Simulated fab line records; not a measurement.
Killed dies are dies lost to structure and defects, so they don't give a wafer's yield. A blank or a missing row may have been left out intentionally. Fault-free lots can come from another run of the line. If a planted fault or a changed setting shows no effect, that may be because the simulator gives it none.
fab line records	flow n5-finfet
record lots=7	wafers=39
route steps=1938 shown BEOL_M0_SAQP@692 BEOL_M5@1174 BEOL_M7@1308 BEOL_M9@1467 BEOL_M11@1575
start-h: start of the lot's first displayed wafer, in hours after the record's first day	wait-h: how many hours have passed since the lot's step before this one	" same as the row above	L1.1+2: several wafers, shown together as one row	- no value present, or no start provided	* or withheld: withheld	< > ~ a bound
route shown NAME@n: NAME is a module with steps in the file, n the number in the route of the first one	usual: mean and standard deviation over wafers with no fault	same: alike in all rows	chamber/n: place in a boat	sites: the reading at each site	_std_site: their standard deviation	_edge_site: inner sites' mean taken away from outer sites' mean	radius-mm: for every site, how far away it sits from the centre of the wafer	mask NAME#n: copy n	behind: the last tool/chamber to shape the wafer	hold: reason for holding the lot/hours on hold/outcome of the hold	device: transistor that didn't switch, given as n, p or np	end of line: at the end of the route, the tests of the same wafers	a step given without rows: its recipe and nothing more	killed: at the first sort, the dies lost to defects and structure; wafer yield is something else	map: per-die view of a wafer (x killed, . not killed, _ where there is no die)
set.NAME: setting as actually run; set.NAME@STEP: the setting as run at that earlier step	model.NAME: the simulator's own value behind a step, which no gauge read
lots with deliberately changed settings; one table per step, one row per wafer
## steps
# step N5_BEOL_M0_SAQP_DESCUM_45
# recipe chemistry=O2	time-s=7	source-power-w=50	bias-power-w=20	pressure-mtorr=20	rf-frequency-hz=2.712e+07	temp-c=40	resist=CAR-EUV	o2-flow-sccm=225
lot.wafer	tool	chamber	start-h	wait-h	set.time-s	model.CAR-EUV_of_BEOL_M0_SAQP_COAT_34.thk-nm
L081.1+4+6	rie-diel-02	0,0,3	153.81	0.0	9.436	24.8
L081.2+3+5	"	1,3,1	"	"	7	26
L086.1+6	rie-diel-01	1,2	187.24	0.2	3.531	27.8
L086.2	"	2	"	"	3.531	27.6
L086.3+5	"	0,1	"	"	7	26
L086.4	"	0	"	"	7	25.8
L089.1	rie-diel-02	2	203.04	0.1	7	26
L089.3+4	"	0,3	"	"	7	26.2
L090.1+6	rie-diel-05	2,3	207.18	0.2	7	26.2
L090.2+4	"	3,1	"	"	2.974	28
L090.3	"	0	"	"	2.974	28.2
L090.5	"	0	"	"	7	26
L094.1	rie-diel-05	1	229.33	0.1	7	26.2
L094.2+6	"	0	"	"	7	26
L094.3+4	"	2,3	"	"	3.431	28
L094.5	"	1	"	"	3.431	27.8
L095.1+2+6	rie-diel-05	1,3,0	240.44	0.0	4.492	27.4
L095.3	"	2	"	"	7	26.2
L095.4+5	"	0,3	"	"	7	26
L097.1+2+6	rie-diel-02	3,2,0	254.66	0.0	7	26
L097.3+4+5	"	1,0,3	"	"	7	26.2
# step N5_BEOL_M0_SAQP_ETCH_88
# recipe chemistry=N2/H2	target=underlayer	target-depth-a=65	time-s=5.2	ion-energy-ev=200	mask-material=CAR-EUV	pressure-mtorr=30	source-w=840	bias-w=150	n2-flow-sccm=200	h2-flow-sccm=200	ends=cleared
lot.wafer	tool	chamber	start-h	wait-h	set.time-s@BEOL_M0_SAQP_DESCUM_45	model.BEOL_M0_SAQP.cd-nm
L081.1	rie-diel-02	0	153.85	0.0	9.436	30.6
L081.2	"	1	"	"	7	30.2
L081.3+5	"	3,1	"	"	7	30
L081.4+6	"	0,3	"	"	9.436	30.4
L086.1+2+6	rie-diel-01	1,2,2	187.28	0.0	3.531	29.8
L086.3+4	"	0	"	"	7	30.2
L086.5	"	1	"	"	7	30
L089.1+3	rie-diel-02	2,0	203.07	0.0	7	30
L089.4	"	3	"	"	7	29.8
L090.1+6	rie-diel-05	2,3	207.21	0.0	7	30
L090.2	"	3	"	"	2.974	29.6
L090.3	"	0	"	"	2.974	29.8
L090.4	"	1	"	"	2.974	29.4
L090.5	"	0	"	"	7	30.2
L094.1+2+6	rie-diel-05	1,0,0	229.36	0.0	7	30
L094.3+4+5	"	2,3,1	"	"	3.431	29.6
L095.1+2	rie-diel-05	1,3	240.47	0.0	4.492	29.4
L095.3+4+5	"	2,0,3	"	"	7	30
L095.6	"	0	"	"	4.492	29.8
L097.1+2+3+5	rie-diel-02	3,2,1,3	254.70	0.0	7	30
L097.4+6	"	0	"	"	7	30.2
# step N5_BEOL_M5_CVD_47
# recipe material=Co	target-thk-a=30	temp-c=withheld	precursor=CCTBA/H2	pressure-torr=30	time-s=216
lot.wafer	tool	chamber	start-h	wait-h	set.target-thk-a	model.Co_of_BEOL_M5_CVD_47.thk-nm
L081.1	cvd-co-02	2	217.62	0.0	30	3
L081.2+6	"	0,1	"	"	23.75	2.6
L081.3+5	"	1,0	"	"	30	3.2
L081.4	"	2	"	"	23.75	2.4
L086.1+2+3	cvd-co-01	1,0,2	247.36	0.1	30	3
L086.4+6	"	1,0	"	"	20.8	2
L086.5	"	2	"	"	20.8	1.8
L090.1+2+5	cvd-co-02	1,0,0	267.79	0.0	30	3.2
L090.3+4+6	"	2,1,2	"	"	30	3
L089.1	cvd-co-02	1	271.58	0.0	30	3.2
L089.3+4	"	2	"	"	30	3
L094.1+5	cvd-co-02	0,2	292.18	0.3	30	3.2
L094.2+6	"	2,0	"	"	43.28	4.4
L094.3	"	1	"	"	30	3
L094.4	"	1	"	"	43.28	4.6
L097.1	cvd-co-01	0	314.10	0.1	19.72	1.8
L097.2+3+6	"	1,2,1	"	"	30	3
L097.4+5	"	0,2	"	"	19.72	2
L095.1+3+6	cvd-co-02	0,2,0	316.64	0.2	30	3.2
L095.2+4+5	"	1,2,1	"	"	30	3
# step N5_BEOL_M7_TRENCH_ETCH_37
# recipe chemistry=C4F6/O2	target-depth-a=934.78	target=SiCOH_lowk	time-s=31.2	ion-energy-ev=250	pressure-mtorr=30	source-w=345	bias-w=185	Ar_flow_sccm=300	C4F6_flow_sccm=10	O2_flow_sccm=10
lot.wafer	tool	chamber	start-h	wait-h	set.target-depth-a	model.BEOL_M7.feature-depth-nm	model.etch.depth-nm	model.TiN_of_BEOL_M7_HM_DEP_02.thk-nm
L081.1	rie-diel-01	2	-	-	934.78	91.4	91.45	17.6
L081.2	"	0	"	"	934.78	93.8	93.7	17.2
L081.3	"	3	"	"	934.78	93	93.02	17.4
L081.4	"	2	"	"	753	74.6	74.58	18
L081.5	"	3	"	"	753	74.4	74.48	18
L081.6	"	0	"	"	753	76	75.94	17.8
L086.1	rie-diel-01	0	-	-	934.78	94	93.93	17.6
L086.2	"	1	"	"	1164	117	117	16.8
L086.3	"	3	"	"	934.78	92.6	92.7	17.6
L086.4	"	2	"	"	934.78	91.4	91.32	17.4
L086.5	"	2	"	"	1164	114.6	114.6	17
L086.6	"	3	"	"	1164	115.6	115.6	16.8
L090.1	rie-diel-02	1	-	-	934.78	95.4	95.39	17
L090.2	"	3	"	"	379.6	38.2	38.2	18.8
L090.3	"	0	"	"	934.78	95	94.95	17.2
L090.4	"	2	"	"	379.6	39.4	39.46	18.8
L090.5	"	2	"	"	934.78	98.2	98.29	17.2
L090.6	"	3	"	"	379.6	38.2	38.15	18.8
L089.1	rie-diel-05	2	-	-	934.78	92.6	92.58	17.4
L089.3	"	0	"	"	934.78	94.8	94.83	17.4
L089.4	"	2	"	"	934.78	92.4	92.5	17.4
L094.1	rie-diel-05	2	-	-	934.78	94	93.93	17.4
L094.2	"	0	"	"	519.2	52.8	52.83	18.4
L094.3	"	3	"	"	519.2	52.2	52.28	18.6
L094.4	"	1	"	"	519.2	51.8	51.74	18.6
L094.5	"	3	"	"	934.78	93.6	93.64	17.4
L094.6	"	2	"	"	934.78	93	93.01	17.6
L095.1	rie-diel-01	0	-	-	756.5	76.2	76.22	17.8
L095.2	"	1	"	"	934.78	95.2	95.2	17.4
L095.3	"	3	"	"	756.5	76	76.04	18
L095.4	"	2	"	"	934.78	95.4	95.44	17.6
L095.5	"	3	"	"	934.78	93.4	93.37	17.6
L095.6	"	0	"	"	756.5	76.2	76.3	18
L097.1	rie-diel-01	1	-	-	934.78	94.2	94.17	17.2
L097.2	"	3	"	"	934.78	93	92.97	17.4
L097.3	"	2	"	"	934.78	94.2	94.23	17.6
L097.4	"	0	"	"	934.78	93.4	93.35	17.6
L097.5	"	1	"	"	934.78	93.6	93.65	17.4
L097.6	"	2	"	"	934.78	94.4	94.45	17.4
# step N5_BEOL_M7_ETCH_41
# recipe chemistry=CH3F/O2	target=SiCN	target-depth-a=319	taper-deg=2	time-s=57.8	ion-energy-ev=120	mask-material=TiN	pressure-mtorr=30	source-w=395	bias-w=75	Ar_flow_sccm=150	CH3F_flow_sccm=30	O2_flow_sccm=20
# step N5_BEOL_M7_STRIP_80
# recipe chemistry=N2/H2	time-s=10	power-w=450	temp-c=40	pressure-mtorr=20	rf-frequency-hz=6e+07	bias-power-w=7	n2-flow-sccm=200	h2-flow-sccm=200
# step N5_BEOL_M7_OCD_MEAS_38
# usual trench-depth-nm=93.8/1.6
lot.wafer	tool	chamber	start-h	wait-h	set.target-depth-a@BEOL_M7_TRENCH_ETCH_37	trench-depth-nm
L081.1	ocd-02	-	237.43	-	934.78	91.2
L081.2	"	-	"	"	934.78	93.3
L081.3	"	-	"	"	934.78	93.2
L081.4	"	-	"	"	753	74.6
L081.5	"	-	"	"	753	73.7
L081.6	"	-	"	"	753	76.3
L086.1	ocd-02	-	266.75	-	934.78	93.7
L086.2	"	-	"	"	1164	116.7
L086.3	"	-	"	"	934.78	92.4
L086.4	"	-	"	"	934.78	90.8
L086.5	"	-	"	"	1164	114.7
L086.6	"	-	"	"	1164	115.8
L090.1	ocd-01	-	284.53	-	934.78	95.5
L090.2	"	-	"	"	379.6	38.3
L090.3	"	-	"	"	934.78	95.0
L090.4	"	-	"	"	379.6	39.9
L090.5	"	-	"	"	934.78	98.4
L090.6	"	-	"	"	379.6	38.6
L089.1	ocd-01	-	288.72	-	934.78	92.5
L089.3	"	-	"	"	934.78	94.9
L089.4	"	-	"	"	934.78	92.5
L094.1	ocd-01	-	312.61	-	934.78	94.2
L094.2	"	-	"	"	519.2	53.0
L094.3	"	-	"	"	519.2	51.8
L094.4	"	-	"	"	519.2	51.7
L094.5	"	-	"	"	934.78	93.8
L094.6	"	-	"	"	934.78	93.1
L095.1	ocd-01	-	341.13	-	756.5	76.0
L095.2	"	-	"	"	934.78	95.6
L095.3	"	-	"	"	756.5	75.8
L095.4	"	-	"	"	934.78	95.4
L095.5	"	-	"	"	934.78	93.3
L095.6	"	-	"	"	756.5	76.3
L097.1	ocd-02	-	345.31	-	934.78	94.7
L097.2	"	-	"	"	934.78	92.3
L097.3	"	-	"	"	934.78	94.2
L097.4	"	-	"	"	934.78	93.4
L097.5	"	-	"	"	934.78	93.9
L097.6	"	-	"	"	934.78	94.5
# step N5_BEOL_M7_HM_STRIP_39
# recipe chemistry=peroxide-tin-strip	material=TiN	target-depth-a=250	temp-c=50	time-s=158
# step N5_BEOL_M7_SRD_40
# recipe time-s=30	temp-c=23	rinse-liquid=diw	dry=ipa-marangoni
# step N5_BEOL_M7_ECD_50
# recipe material=Cu	target-thk-a=3000
# step N5_BEOL_M7_ANNEAL_51
# recipe temp-c=225	time-s=90	ambient=N2
# step N5_BEOL_M7_CMP_52
# recipe stop-on=SiCOH_lowk	t-overpolish-s=6.9	down-force-psi=1	platen-rpm=50	clearing-platen-down-force-psi=1.5	clearing-platen-rpm=50	post-cmp-clean=cu-alkaline	target-thk-nm=80	clearing-platen-pad-velocity-m-s=0.99484	pad-velocity-m-s=0.99484
lot.wafer	tool	chamber	start-h	wait-h	set.target-depth-a@BEOL_M7_TRENCH_ETCH_37	model.Cu_of_BEOL_M7_ECD_50.thk-nm
L081.2	cmp-03	3	239.56	0.2	934.78	79.8
L081.3	"	0	"	"	934.78	80
L081.4	"	1	"	"	753	62.2
L081.1	"	2	"	"	934.78	77.4
L081.5	"	3	"	"	753	62.6
L081.6	"	0	"	"	753	63.6
L086.2	cmp-01	1	270.21	0.2	1164	103
L086.1	"	2	"	"	934.78	80.4
L086.4	"	3	"	"	934.78	78.8
L086.3	"	0	"	"	934.78	80.8
L086.5	"	1	"	"	1164	101.2
L086.6	"	2	"	"	1164	102.4
L090.4	cmp-01	3	286.64	0.1	379.6	28.2
L090.2	"	0	"	"	379.6	25.4
L090.3+1	"	1,2	"	"	934.78	82.6
L090.6	"	3	"	"	379.6	26.2
L090.5	"	0	"	"	934.78	85.4
L089.3+4	cmp-01	2,3	292.10	0.2	934.78	80.6
L089.1	"	0	"	"	934.78	78
L094.4	cmp-01	0	314.81	0.1	519.2	37.4
L094.3	"	1	"	"	519.2	38.4
L094.1	"	2	"	"	934.78	79.2
L094.2	"	3	"	"	519.2	40.4
L094.5	"	0	"	"	934.78	79.4
L094.6	"	1	"	"	934.78	80.2
L095.1	cmp-01	1	343.30	0.3	756.5	63
L095.2+4	"	2,0	"	"	934.78	81.4
L095.3	"	3	"	"	756.5	62.8
L095.5	"	1	"	"	934.78	79.2
L095.6	"	2	"	"	756.5	62.6
L097.1	cmp-02	1	349.49	0.3	934.78	82.6
L097.2	"	2	"	"	934.78	80.2
L097.4	"	3	"	"	934.78	80
L097.3+5	"	0,1	"	"	934.78	82.2
L097.6	"	2	"	"	934.78	81.2
# step N5_BEOL_M7_THK_MEAS_53
# recipe thk-meas-gauge=xrf	reads=Cu_of_BEOL_M7_ECD_50
# usual M7_THK=79.9/2
lot.wafer	tool	chamber	start-h	wait-h	set.target-depth-a@BEOL_M7_TRENCH_ETCH_37	M7_THK[nm]
L081.1	film-metro-02	-	239.86	-	934.78	77.6
L081.2	"	-	"	"	934.78	79.8
L081.3	"	-	"	"	934.78	80.0
L081.4	"	-	"	"	753	62.2
L081.5	"	-	"	"	753	62.8
L081.6	"	-	"	"	753	63.6
L086.1	film-metro-02	-	270.50	-	934.78	80.5
L086.2	"	-	"	"	1164	102.5
L086.3	"	-	"	"	934.78	80.8
L086.4	"	-	"	"	934.78	78.3
L086.5	"	-	"	"	1164	100.8
L086.6	"	-	"	"	1164	102.1
L090.1	film-metro-02	-	286.94	-	934.78	82.6
L090.2	"	-	"	"	379.6	25.5
L090.3	"	-	"	"	934.78	82.6
L090.4	"	-	"	"	379.6	28.1
L090.5	"	-	"	"	934.78	85.1
L090.6	"	-	"	"	379.6	26.0
L089.1	film-metro-02	-	292.36	-	934.78	77.4
L089.3	"	-	"	"	934.78	79.9
L089.4	"	-	"	"	934.78	80.1
L094.1	film-metro-01	-	315.10	-	934.78	77.3
L094.2	"	-	"	"	519.2	39.7
L094.3	"	-	"	"	519.2	37.7
L094.4	"	-	"	"	519.2	36.7
L094.5	"	-	"	"	934.78	77.7
L094.6	"	-	"	"	934.78	78.4
L095.1	film-metro-02	-	343.59	-	756.5	62.6
L095.2	"	-	"	"	934.78	81.0
L095.3	"	-	"	"	756.5	62.6
L095.4	"	-	"	"	934.78	81.1
L095.5	"	-	"	"	934.78	79.0
L095.6	"	-	"	"	756.5	62.4
L097.1	film-metro-01	-	349.79	-	934.78	80.6
L097.2	"	-	"	"	934.78	78.5
L097.3	"	-	"	"	934.78	80.1
L097.4	"	-	"	"	934.78	78.4
L097.5	"	-	"	"	934.78	80.3
L097.6	"	-	"	"	934.78	79.4
# step N5_BEOL_M7_PRE_CLEAN_55
# recipe gas=NH3	time-s=15	temp-c=withheld	rf-power-w=300
# step N5_BEOL_M7_DEP_56
# recipe material=SiCN	target-thk-a=100	temp-c=withheld	precursor=3MS/NH3	pressure-torr=3	rf-w=202	time-s=17.5
# step N5_BEOL_M7_RS_MEAS_57
# recipe thk-meas-gauge=four-point-probe	reads=Cu_of_BEOL_M7_ECD_50+Co_of_BEOL_M7_CVD_78+TaN_of_BEOL_M7_ALD_77
# usual M7_RS=0.283/0.0072
lot.wafer	tool	chamber	start-h	wait-h	set.target-depth-a@BEOL_M7_TRENCH_ETCH_37	M7_RS[ohm/sq]
L081.1	film-metro-02	-	239.99	0.1	934.78	0.297
L081.2	"	-	"	"	934.78	0.286
L081.3	"	-	"	"	934.78	0.285
L081.4	"	-	"	"	753	0.387
L081.5	"	-	"	"	753	0.382
L081.6	"	-	"	"	753	0.377
L086.1	film-metro-01	-	270.63	0.1	934.78	0.285
L086.2	"	-	"	"	1164	0.213
L086.3	"	-	"	"	934.78	0.283
L086.4	"	-	"	"	934.78	0.291
L086.5	"	-	"	"	1164	0.218
L086.6	"	-	"	"	1164	0.215
L090.1	film-metro-02	-	287.07	0.1	934.78	0.275
L090.2	"	-	"	"	379.6	1.226
L090.3	"	-	"	"	934.78	0.275
L090.4	"	-	"	"	379.6	1.066
L090.5	"	-	"	"	934.78	0.265
L090.6	"	-	"	"	379.6	1.184
L089.1	film-metro-02	-	292.49	0.1	934.78	0.294
L089.3	"	-	"	"	934.78	0.283
L089.4	"	-	"	"	934.78	0.284
L094.1	film-metro-01	-	315.24	0.1	934.78	0.289
L094.2	"	-	"	"	519.2	0.662
L094.3	"	-	"	"	519.2	0.707
L094.4	"	-	"	"	519.2	0.732
L094.5	"	-	"	"	934.78	0.289
L094.6	"	-	"	"	934.78	0.285
L095.1	film-metro-01	-	343.72	0.1	756.5	0.380
L095.2	"	-	"	"	934.78	0.280
L095.3	"	-	"	"	756.5	0.381
L095.4	"	-	"	"	934.78	0.280
L095.5	"	-	"	"	934.78	0.289
L095.6	"	-	"	"	756.5	0.383
L097.1	film-metro-02	-	349.92	0.1	934.78	0.275
L097.2	"	-	"	"	934.78	0.285
L097.3	"	-	"	"	934.78	0.277
L097.4	"	-	"	"	934.78	0.285
L097.5	"	-	"	"	934.78	0.277
L097.6	"	-	"	"	934.78	0.281
# step N5_BEOL_M9_DEP_56
# recipe material=SiCN	target-thk-a=150	temp-c=withheld	precursor=3MS/NH3	pressure-torr=3	rf-w=202	time-s=26.5
lot.wafer	tool	chamber	start-h	wait-h	set.target-thk-a	model.SiCN_of_BEOL_M9_DEP_56.thk-nm
L081.1	pecvd-01	0	259.21	0.0	103.8	10
L081.2	"	1	"	"	150	14.4
L081.3	"	0	"	"	150	14.6
L081.4+6	"	1	"	"	103.8	10.2
L081.5	"	0	"	"	150	15
L086.1+3	pecvd-04	1,0	285.19	0.0	97.77	9.8
L086.2+4	"	2,0	"	"	150	15
L086.5	"	1	"	"	97.77	10
L086.6	"	2	"	"	150	15.2
L090.1	pecvd-03	2	302.54	0.0	150	15.2
L090.2+3	"	1,0	"	"	150	15
L090.4	"	1	"	"	184.1	18.6
L090.5	"	2	"	"	184.1	18.8
L090.6	"	0	"	"	184.1	18.4
L089.1+4	pecvd-03	2	310.99	0.0	150	15.2
L089.3	"	0	"	"	150	15
L094.1+3	pecvd-01	1,0	335.99	0.0	150	14.6
L094.2	"	2	"	"	198	19.6
L094.4+5	"	0,2	"	"	198	19.8
L094.6	"	1	"	"	150	15
L095.1	pecvd-03	0	360.46	0.0	150	14.8
L095.2	"	2	"	"	150	15
L095.3	"	1	"	"	75.67	7.4
L095.4	"	2	"	"	150	15.4
L095.5	"	1	"	"	75.67	7.6
L095.6	"	0	"	"	75.67	7.8
L097.1+6	pecvd-03	0	365.69	0.0	150	14.8
L097.2+5	"	1	"	"	107.7	10.6
L097.3	"	2	"	"	107.7	10.8
L097.4	"	2	"	"	150	15
# step N5_BEOL_M11_VIA_ETCH_34
# recipe chemistry=C4F6/O2	target=SiCOH_lowk	target-depth-a=1845	mask-material=SOC	taper-deg=4	time-s=69.2	ion-energy-ev=250	pressure-mtorr=30	source-w=345	bias-w=185	Ar_flow_sccm=300	C4F6_flow_sccm=10	O2_flow_sccm=10
lot.wafer	tool	chamber	start-h	wait-h	set.target-depth-a	model.etch.depth-nm	model.SOC_of_BEOL_M11_COAT_63.thk-nm
L081.1	rie-diel-02	2	277.77	0.0	1845	191.7	91.2
L081.2	"	3	"	"	1034	104	95
L081.3	"	1	"	"	1034	105	95
L081.4	"	0	"	"	1845	187.4	91.6
L081.5	"	1	"	"	1845	188.4	91.6
L081.6	"	2	"	"	1034	108.5	94.8
L086.1	rie-diel-05	1	299.47	0.0	1845	181.7	91.8
L086.2	"	3	"	"	1845	181.9	91.4
L086.3	"	2	"	"	1845	182.8	91.8
L086.4	"	0	"	"	1845	186.3	91.4
L086.5	"	3	"	"	1845	181.5	91.8
L086.6	"	0	"	"	1845	185.7	91.4
L090.1	rie-diel-01	3	323.88	0.0	1845	185.2	92.2
L090.2	"	0	"	"	2631	267.4	88.2
L090.3	"	1	"	"	1845	188.8	91.8
L090.4	"	2	"	"	2631	268.4	88.2
L090.5	"	3	"	"	2631	264.6	88.8
L090.6	"	2	"	"	1845	188	91.6
L089.1	rie-diel-01	0	332.78	0.0	1845	186.1	91.8
L089.3	"	3	"	"	1845	184.3	92.2
L089.4	"	2	"	"	1845	188	91.8
L094.1	rie-diel-05	0	349.32	0.0	1845	190.4	91.8
L094.2	"	2	"	"	1845	186.6	92
L094.3	"	1	"	"	895.6	90.67	96.2
L094.4	"	3	"	"	895.6	91.39	96
L094.5	"	1	"	"	895.6	89.91	96.4
L094.6	"	2	"	"	1845	186.1	92
L095.1	rie-diel-02	3	373.40	0.0	1845	181.9	92.2
L095.2	"	1	"	"	2368	238.3	89.4
L095.3	"	2	"	"	2368	242.4	89
L095.4	"	0	"	"	2368	234.6	89.6
L095.5	"	0	"	"	1845	182	91.8
L095.6	"	1	"	"	1845	185.2	91.8
L097.1	rie-diel-05	0	379.70	0.0	1845	186.1	92
L097.2	"	3	"	"	1845	186.9	91.8
L097.3	"	2	"	"	1845	184.6	91.8
L097.4	"	1	"	"	1233	122.2	94.8
L097.5	"	3	"	"	1233	124.4	94.8
L097.6	"	2	"	"	1233	122.6	95
## key
split step=N5_BEOL_M0_SAQP_DESCUM_45	setting=time-s	stated=7	by=wafer
response step=N5_BEOL_M0_SAQP_DESCUM_45	reading=model.CAR-EUV_of_BEOL_M0_SAQP_COAT_34.thk-nm	change=-0.0355	per=1%	r=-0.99
response step=N5_BEOL_M0_SAQP_ETCH_88	reading=model.BEOL_M0_SAQP.cd-nm	change=+0.00869	per=1%	r=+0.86
split step=N5_BEOL_M5_CVD_47	setting=target-thk-a	stated=30	by=wafer
response step=N5_BEOL_M5_CVD_47	reading=model.Co_of_BEOL_M5_CVD_47.thk-nm	change=+0.0312	per=1%	r=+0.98
split step=N5_BEOL_M7_TRENCH_ETCH_37	setting=target-depth-a	stated=934.78	by=wafer
response step=N5_BEOL_M7_TRENCH_ETCH_37	reading=model.BEOL_M7.feature-depth-nm	change=+0.952	per=1%	r=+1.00
response step=N5_BEOL_M7_TRENCH_ETCH_37	reading=model.etch.depth-nm	change=+0.952	per=1%	r=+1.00
response step=N5_BEOL_M7_TRENCH_ETCH_37	reading=model.TiN_of_BEOL_M7_HM_DEP_02.thk-nm	change=-0.0264	per=1%	r=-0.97
response step=N5_BEOL_M7_OCD_MEAS_38	reading=trench-depth-nm	change=+0.954	per=1%	r=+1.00
response step=N5_BEOL_M7_CMP_52	reading=model.Cu_of_BEOL_M7_ECD_50.thk-nm	change=+0.935	per=1%	r=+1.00
response step=N5_BEOL_M7_THK_MEAS_53	reading=M7_THK	change=+0.926	per=1%	r=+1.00
response step=N5_BEOL_M7_RS_MEAS_57	reading=M7_RS	change=-0.0112	per=1%	r=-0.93
split step=N5_BEOL_M9_DEP_56	setting=target-thk-a	stated=150	by=wafer
response step=N5_BEOL_M9_DEP_56	reading=model.SiCN_of_BEOL_M9_DEP_56.thk-nm	change=+0.151	per=1%	r=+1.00
split step=N5_BEOL_M11_VIA_ETCH_34	setting=target-depth-a	stated=1845	by=wafer
response step=N5_BEOL_M11_VIA_ETCH_34	reading=model.etch.depth-nm	change=+1.89	per=1%	r=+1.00
response step=N5_BEOL_M11_VIA_ETCH_34	reading=model.SOC_of_BEOL_M11_COAT_63.thk-nm	change=-0.0835	per=1%	r=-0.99
